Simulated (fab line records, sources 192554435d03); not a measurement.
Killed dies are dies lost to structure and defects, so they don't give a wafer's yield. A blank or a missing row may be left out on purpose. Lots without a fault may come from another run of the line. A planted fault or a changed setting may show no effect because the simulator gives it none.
Which tool did it? | flow n5_finfet | 10 lots, 30 wafers sampled, at 5 steps of a route of 1938

WHAT THE GAUGES READ, wafer by wafer
N5_BEOL_M4_RC_MEAS_101. Usual: DIBL_N 36.1 mV/V, standard deviation 1.3; DIBL_P 36.1 mV/V, standard deviation 1.7; IOFF_N 0.154 nA/um, standard deviation 0.022; IOFF_P 0.201 nA/um, standard deviation 0.024; ION_N 675 uA/um, standard deviation 8.9; ION_P 462 uA/um, standard deviation 5.9; SS_N 71.5 mV/dec, standard deviation 0.49; SS_P 73.3 mV/dec, standard deviation 0.58; VT_N 250.0 mV, standard deviation 2.7; VT_P -251.3 mV, standard deviation 2.7.
lot  | measured     | on        | DIBL_N (mV/V)  | DIBL_P (mV/V)  | IOFF_N (nA/um)    | IOFF_P (nA/um)    | ION_N (uA/um) | ION_P (uA/um) | SS_N (mV/dec)  | SS_P (mV/dec)  | VT_N (mV)         | VT_P (mV)            | flag
L589 | day 8 02:04  | prober-02 | 34.0 33.7 33.8 | 33.8 33.7 33.5 | 0.133 0.128 0.129 | 0.171 0.170 0.167 | 662 672 662   | 449 464 456   | 71.7 71.9 71.2 | 72.9 73.1 72.6 | 250.9 254.0 252.7 | -255.2 -254.0 -255.0 |
L592 | day 8 19:33  | prober-01 | 36.1 35.2 34.5 | 37.1 35.6 35.4 | 0.179 0.158 0.144 | 0.224 0.199 0.200 | 685 682 669   | 463 461 465   | 71.1 71.2 71.1 | 73.4 73.2 73.5 | 247.2 248.8 252.7 | -246.5 -250.6 -250.5 |
L591 | day 8 21:16  | prober-02 | 37.6 38.4 35.2 | 37.2 38.5 34.9 | 0.164 0.181 0.134 | 0.216 0.235 0.184 | 681 684 681   | 468 468 466   | 71.6 72.1 71.5 | 73.5 73.9 73.4 | 250.3 248.3 252.3 | -249.2 -249.2 -253.5 |
L593 | day 9 01:45  | prober-01 | 35.5 35.4 35.1 | 35.7 34.5 34.4 | 0.139 0.133 0.133 | 0.213 0.200 0.200 | 673 656 663   | 460 459 461   | 72.1 71.7 71.3 | 73.3 72.9 72.8 | 251.8 253.1 249.9 | -249.5 -248.3 -248.9 |
L595 | day 9 20:53  | prober-02 | 36.1 35.3 35.4 | 34.8 33.5 33.9 | 0.155 0.148 0.141 | 0.202 0.184 0.189 | 669 682 674   | 464 462 465   | 71.9 72.0 71.2 | 72.5 72.7 73.1 | 250.6 249.2 253.0 | -253.7 -254.6 -253.1 |
L601 | day 11 16:36 | prober-01 | 32.9 33.4 33.5 | 32.7 33.6 32.3 | 0.124 0.129 0.119 | 0.164 0.179 0.157 | 677 664 671   | 465 458 460   | 71.2 71.1 71.3 | 73.2 73.4 72.7 | 251.8 251.4 255.1 | -253.6 -254.2 -254.7 |
L599 | day 11 19:52 | prober-02 | 36.7 34.8 35.8 | 37.2 33.9 36.8 | 0.167 0.126 0.159 | 0.223 0.174 0.221 | 682 671 686   | 467 460 473   | 71.5 70.7 71.5 | 73.8 72.4 73.1 | 245.8 251.2 247.0 | -248.0 -251.6 -249.2 |
L606 | day 12 20:43 | prober-02 | 36.0 36.6 34.9 | 36.7 36.9 35.4 | 0.141 0.141 0.122 | 0.183 0.189 0.162 | 668 667 659   | 455 456 453   | 70.9 71.6 70.7 | 73.6 73.5 72.5 | 250.3 252.9 253.9 | -252.3 -256.0 -256.0 |
L607 | day 13 01:31 | prober-01 | 35.4 34.2 36.5 | 35.5 33.2 36.5 | 0.150 0.120 0.167 | 0.197 0.163 0.208 | 676 666 680   | 465 456 468   | 71.8 71.3 72.3 | 72.6 72.9 73.0 | 249.4 252.3 248.5 | -252.2 -252.5 -249.7 |
L608 | day 13 05:14 | prober-02 | 38.8 38.5 36.1 | 38.7 38.0 35.9 | 0.206 0.195 0.144 | 0.234 0.228 0.182 | 693 696 675   | 465 471 458   | 72.0 71.5 71.0 | 74.5 74.8 73.2 | 246.4 247.9 250.5 | -251.8 -251.2 -255.0 |

WHICH TOOL RAN EACH LOT (tool, then ch and the chambers of the sampled wafers, then the start)
lot  | N5_BEOL_M4_ALD_84                   | N5_BEOL_M4_ANNEAL_87         | N5_BEOL_M4_SPUTTER_92        | N5_BEOL_M4_ANNEAL_93
L589 | ald_metal-01 ch 0,1,3, day 7 22:00  | pvd_sputter-01, day 7 23:25  | pvd_sputter-01, day 8 00:00  | pvd_sputter-01, day 8 00:05
L592 | ald_metal-01 ch 0,1,3, day 8 15:58  | pvd_sputter-03, day 8 17:22  | pvd_sputter-03, day 8 17:56  | pvd_sputter-03, day 8 18:01
L591 | ald_metal-04 ch 0,1,3, day 8 16:01  | pvd_sputter-02, day 8 18:58  | pvd_sputter-02, day 8 19:33  | pvd_sputter-02, day 8 19:38
L593 | ald_metal-03 ch 0,2, day 8 20:39    | pvd_sputter-01, day 8 23:04  | pvd_sputter-01, day 8 23:38  | pvd_sputter-01, day 8 23:43
L595 | ald_metal-03 ch 0,2,3, day 9 17:21  | pvd_sputter-01, day 9 18:44  | pvd_sputter-01, day 9 19:19  | pvd_sputter-01, day 9 19:24
L601 | ald_metal-03 ch 0,3, day 11 12:35   | pvd_sputter-03, day 11 14:04 | pvd_sputter-03, day 11 14:38 | pvd_sputter-03, day 11 14:43
L599 | ald_metal-04 ch 0,2, day 11 16:11   | pvd_sputter-01, day 11 17:26 | pvd_sputter-01, day 11 18:01 | pvd_sputter-01, day 11 18:05
L606 | ald_metal-03 ch 1,2,3, day 12 17:18 | pvd_sputter-01, day 12 18:36 | pvd_sputter-01, day 12 19:11 | pvd_sputter-01, day 12 19:16
L607 | ald_metal-01 ch 0,1,2, day 12 20:35 | pvd_sputter-03, day 12 23:23 | pvd_sputter-03, day 12 23:58 | pvd_sputter-03, day 13 00:02
L608 | ald_metal-04 ch 0,1,2, day 13 01:37 | pvd_sputter-01, day 13 03:07 | pvd_sputter-01, day 13 03:42 | pvd_sputter-01, day 13 03:47
- N5_BEOL_M4_ALD_84: deposits TaN, pulse time 2 s, purge time 3 s, co reactant purge time 2 s.
- N5_BEOL_M4_ANNEAL_87: time 240 s.
- N5_BEOL_M4_SPUTTER_92: material Cu, target thk 4.5 nm, time 8.29 s.
- N5_BEOL_M4_ANNEAL_93: time 240 s.

WHAT THE TOOLS THEMSELVES READ (means of the sampled wafers that have a number; where no wafer has one, the mark that the record gives instead)
N5_BEOL_M4_ALD_84. Usual: heater_power_w 421 W, standard deviation 40.
lot  | tool         | heater_power_w (W) | flag
L589 | ald_metal-01 | 420                |
L592 | ald_metal-01 | 421                |
L591 | ald_metal-04 | 411                |
L593 | ald_metal-03 | 476                |
L595 | ald_metal-03 | 460                |
L601 | ald_metal-03 | 488                |
L599 | ald_metal-04 | 380                |
L606 | ald_metal-03 | 420                |
L607 | ald_metal-01 | 412                |
L608 | ald_metal-04 | 384                |

N5_BEOL_M4_ANNEAL_87. Usual: heater_power_w 838 W, standard deviation 93; susceptor_temp_C 399.97 C, standard deviation 0.19.
lot  | tool           | heater_power_w (W) | susceptor_temp_C (C) | flag
L589 | pvd_sputter-01 | 898                | 400.15               |
L592 | pvd_sputter-03 | 856                | 399.89               |
L591 | pvd_sputter-02 | 861                | 399.92               |
L593 | pvd_sputter-01 | 865                | 400.01               |
L595 | pvd_sputter-01 | 742                | 400.02               |
L601 | pvd_sputter-03 | 948                | 400.08               |
L599 | pvd_sputter-01 | 753                | 400.11               |
L606 | pvd_sputter-01 | 797                | 399.91               |
L607 | pvd_sputter-03 | 869                | 400.08               |
L608 | pvd_sputter-01 | 830                | 399.98               |

N5_BEOL_M4_SPUTTER_92. Usual: throttle_valve_pct 29.6 %, standard deviation 0.97.
lot  | tool           | throttle_valve_pct (%) | flag
L589 | pvd_sputter-01 | 29.9                   |
L592 | pvd_sputter-03 | 30.4                   |
L591 | pvd_sputter-02 | 29.2                   |
L593 | pvd_sputter-01 | 29.6                   |
L595 | pvd_sputter-01 | 29.5                   |
L601 | pvd_sputter-03 | 30.2                   |
L599 | pvd_sputter-01 | 29.5                   |
L606 | pvd_sputter-01 | 29.6                   |
L607 | pvd_sputter-03 | 30.4                   |
L608 | pvd_sputter-01 | 29.9                   |

N5_BEOL_M4_ANNEAL_93. Usual: heater_power_w 839 W, standard deviation 92; susceptor_temp_C 400.00 C, standard deviation 0.2.
lot  | tool           | heater_power_w (W) | susceptor_temp_C (C) | flag
L589 | pvd_sputter-01 | 888                | 399.97               |
L592 | pvd_sputter-03 | 849                | 400.00               |
L591 | pvd_sputter-02 | 858                | 400.00               |
L593 | pvd_sputter-01 | 888                | 399.93               |
L595 | pvd_sputter-01 | 751                | 400.04               |
L601 | pvd_sputter-03 | -                  | -                    | OFF
L599 | pvd_sputter-01 | -                  | -                    | OFF
L606 | pvd_sputter-01 | 802                | 399.88               |
L607 | pvd_sputter-03 | 868                | 399.78               |
L608 | pvd_sputter-01 | 823                | 400.06               |

THE ANSWER, worked out from the rows above alone
Rule: a lot is off if the mean of its wafers that have a number lies more than 3 standard deviations from the usual mean. A lot without any number at a reading at which 4 lots or more have one is off too. The other lots that the step has rows for count as sound. The gauges are gone through in route order, then the tools' own readings, and for those a lot's mean is taken as printed above. The first step at which some lot is off is used, and at that step the reading that is off furthest; a lot without a number counts as furthest.
Off: L601, L599, at N5_BEOL_M4_ANNEAL_93 (heater_power_w). Without a number there: L601, L599.
A tool fits if, at that step or a process step before it, it ran every lot that is off, and no sound lot after the first of them. None of those tried fits.

WHAT THE SIMULATOR HAD PUT IN
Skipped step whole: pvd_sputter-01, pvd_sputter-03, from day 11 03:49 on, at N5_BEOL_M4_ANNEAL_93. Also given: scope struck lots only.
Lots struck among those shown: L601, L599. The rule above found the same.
